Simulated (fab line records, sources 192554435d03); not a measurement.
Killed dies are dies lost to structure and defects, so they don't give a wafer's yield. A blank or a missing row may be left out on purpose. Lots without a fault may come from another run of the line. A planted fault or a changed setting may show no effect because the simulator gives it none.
Split-lot experiment | flow n5_finfet | 7 lots, 21 wafers read, on a route of 1938 steps

THE SPLIT
At N5_BEOL_M11_DESCUM_16 (chemistry O2, time 7.9 s), the setting time_s was moved away from the recipe's 7.9 s on 5 of the 21 wafers read, by -22.2% to +21.8%. The other wafers ran this setting at the recipe's value.

The file shows no step between the split and the reading.

THE READING
CAR-ArF_of_BEOL_M11_COAT_05.thk_nm (the simulator's own value, which no gauge read), in nm, at N5_BEOL_M11_ETCH_61 (etches SiARC in CF4, target depth 39 nm, time 65 s). The file gives no usual value for it. The 16 wafers here that ran the recipe average 55.3 nm, standard deviation 0.21 nm.

wafer  | tool, chamber at the split | time_s as run, s | against the recipe | CAR-ArF_of_BEOL_M11_COAT_05.thk_nm, nm | against lot-mates on the recipe
L075.1 | rie_diel-05, 0             | 7.9              | recipe             | 55.4                                   | -
L075.4 | rie_diel-05, 2             | 7.9              | recipe             | 55.6                                   | -
L075.5 | rie_diel-05, 2             | 7.9              | recipe             | 55.6                                   | -
L077.2 | rie_diel-03, 3             | 9.178            | +16.2%             | 54.2                                   | -0.9
L077.3 | rie_diel-03, 0             | 7.9              | recipe             | 55.2                                   | -
L077.5 | rie_diel-03, 2             | 7.9              | recipe             | 55                                     | -
L078.2 | rie_diel-04, 3             | 7.9              | recipe             | 55.6                                   | -
L078.4 | rie_diel-04, 2             | 7.9              | recipe             | 55.6                                   | -
L078.5 | rie_diel-04, 1             | 7.9              | recipe             | 55.2                                   | -
L083.2 | rie_diel-05, 3             | 6.146            | -22.2%             | 56.6                                   | +1.4
L083.4 | rie_diel-05, 0             | 7.9              | recipe             | 55.2                                   | -
L083.6 | rie_diel-05, 3             | 6.146            | -22.2%             | 56.4                                   | +1.2
L088.1 | rie_diel-05, 1             | 7.9              | recipe             | 55.2                                   | -
L088.4 | rie_diel-05, 0             | 7.9              | recipe             | 55.6                                   | -
L088.5 | rie_diel-05, 1             | 7.9              | recipe             | 55.4                                   | -
L090.3 | rie_diel-03, 2             | 7.9              | recipe             | 55.2                                   | -
L090.6 | rie_diel-03, 1             | 7.9              | recipe             | 55.2                                   | -
L090.5 | rie_diel-03, 2             | 7.9              | recipe             | 55                                     | -
L092.1 | rie_diel-05, 0             | 9.62             | +21.8%             | 54.2                                   | -1.2
L092.2 | rie_diel-05, 3             | 7.9              | recipe             | 55.4                                   | -
L092.5 | rie_diel-05, 0             | 9.62             | +21.8%             | 53.8                                   | -1.6

THE FIT
A straight line over all 21 wafers: CAR-ArF_of_BEOL_M11_COAT_05.thk_nm changes by -0.0582 nm for each +1% of time_s; r = -0.95; the points scatter about the line by 0.21 nm.
The same after taking each lot's own level away (the mean of its wafers on the recipe; 21 wafers): -0.0606 nm for each +1%; r = -0.98; scatter 0.14 nm.
On that fit, the largest move of time_s shifts the reading by 1.3 nm.
The lots' own levels span 55.10 to 55.53 nm, that is 2.1 times the standard deviation above.
So the lot-to-lot level changes the slope little: the two slopes agree.
Check: with one of the wafers moved furthest among these (-22.2%) left out of the fit, the line predicts +1.31 nm for it against its lot-mates. It came out at +1.4 nm against them.

OTHER SPLITS ON THESE WAFERS
These wafers also went through other splits before the reading. Each is held against what the fit with the lots' levels taken away leaves over:
other split on the same wafers | wafers away from the commonest value | r with CAR-ArF_of_BEOL_M11_COAT_05.thk_nm (lot level and that fit taken away)
N5_BEOL_M10_EXPOSE_25 dose_mj  | 7                                    | +0.11

THE WHOLE CHAIN: every reading that the file lists as answering this split, in the file's order
step                  | what it does                                       | reading                                                                             | change (the file's fit)                | r (the file's)
N5_BEOL_M11_DESCUM_16 | chemistry O2, time 7.9 s                           | CAR-ArF_of_BEOL_M11_COAT_05.thk_nm (the simulator's own value, which no gauge read) | -0.0583 nm for each +1% of the setting | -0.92
N5_BEOL_M11_ETCH_61   | etches SiARC in CF4, target depth 39 nm, time 65 s | CAR-ArF_of_BEOL_M11_COAT_05.thk_nm (the simulator's own value, which no gauge read) | -0.0601 nm for each +1% of the setting | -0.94

THE FILE'S OWN FIT
CAR-ArF_of_BEOL_M11_COAT_05.thk_nm changes by -0.0601 nm for each +1% of time_s, r = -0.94.
